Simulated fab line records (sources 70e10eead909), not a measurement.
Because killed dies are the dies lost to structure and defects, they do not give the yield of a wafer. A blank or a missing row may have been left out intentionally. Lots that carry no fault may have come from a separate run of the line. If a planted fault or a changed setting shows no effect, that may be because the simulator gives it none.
Comparing a struck lot with a sound one / flow nand-harc / 14 steps out of a route of 1302
Sound: the wafers L571.2, L571.3, L571.5. Wafers struck: L556.1, L556.3, L556.4. At the end, the cause is stated.
Per side, at each step with rows, come the tool, then ch with its chambers, and then its first start. Under that, the readings that differ: sound wafers / struck wafers / difference of the means / sigmas: that difference in standard deviations of wafers without a fault.
alike: readings with means less than 2 such deviations apart, plus words and numbers identical on both sides. not compared: withheld readings, readings lacking a value on some wafer, bounds such as >300 that could conceal the same value, and numbers that have no deviation in the record and whose values overlap.
The two part at a step that has a row with sigmas, a row that says differs or no value, or rows on one side only. Numbers that don't overlap but have no deviation are shown without sigmas and don't part them. Lack of a reading on every wafer of one side parts them only where that side has two or more wafers.

NHARC_A_ZERO_WELL_INSPECT_17:
  sound on defect-inspect-02, day 15 12:15; struck on defect-inspect-02, day 8 21:38
  alike: raw-defect-count
then, 3 steps without rows for these wafers: NHARC_A_SOURCE_PLATE_PRECLEAN_00 (cleans in HF-LAST, time 60 s); NHARC_A_SOURCE_PLATE_SRD_01; NHARC_A_SOURCE_PLATE_OXIDE_02 (material SiO2, target thk 10 nm, ox time 1362 s).
NHARC_A_SOURCE_PLATE_THK_MEAS_09: measures by ellipsometry.
  sound on film-metro-02, day 15 17:44; struck on film-metro-02, day 9 03:44
  alike: thk-nm
then, 3 steps without rows for these wafers: NHARC_A_SOURCE_PLATE_PVD_04 (deposits WSi2, target thk 50 nm); NHARC_A_SOURCE_PLATE_CVD_03 (deposits poly-Si, target thk 200 nm, time 4000 s); NHARC_A_SOURCE_PLATE_ANNEAL_05 (time 1800 s).
NHARC_A_SOURCE_PLATE_THK_MEAS_06: measures by ellipsometry.
  sound on film-metro-01, day 16 07:15; struck on film-metro-01, day 9 19:43
  alike: thk-nm
NHARC_A_SOURCE_PLATE_INSPECT_08:
  sound on defect-inspect-02, day 16 07:19; struck on defect-inspect-02, day 9 19:47
  alike: raw-defect-count
NHARC_A_ONON_D1_DEP_00: target thk 1000 nm.
  sound on pecvd-onon-01 ch 0, day 16 07:26; struck on pecvd-onon-01 ch 0, day 9 19:51
  alike: susceptor-temp-C
NHARC_A_ONON_D1_THK_MEAS_02: measures by ellipsometry.
  sound on film-metro-01, day 16 07:53; struck on film-metro-01, day 9 20:21
reading=thk-nm (nm); sound=1000 1001 998; struck=611 612 614; difference=-387; sigmas=-40
then, 1 step without rows for these wafers: NHARC_A_ONON_D1_DEP_03 (target thk 1000 nm).
-- break in the record here, with 16 days between the starts of the struck wafers on either side (left off in module A_ONON_D1, picked up again in module END, where the first step shown is number 1302 on the route) --
NHARC_END_SORT_01:
  at this point the record logs the struck wafers (prober-02 ch 0, day 26 01:37) and has no rows for the sound ones

== WHERE THEY PART ==
First at NHARC_A_ONON_D1_THK_MEAS_02; last, within this record, at NHARC_END_SORT_01.

WHY: what had been put in by the simulator
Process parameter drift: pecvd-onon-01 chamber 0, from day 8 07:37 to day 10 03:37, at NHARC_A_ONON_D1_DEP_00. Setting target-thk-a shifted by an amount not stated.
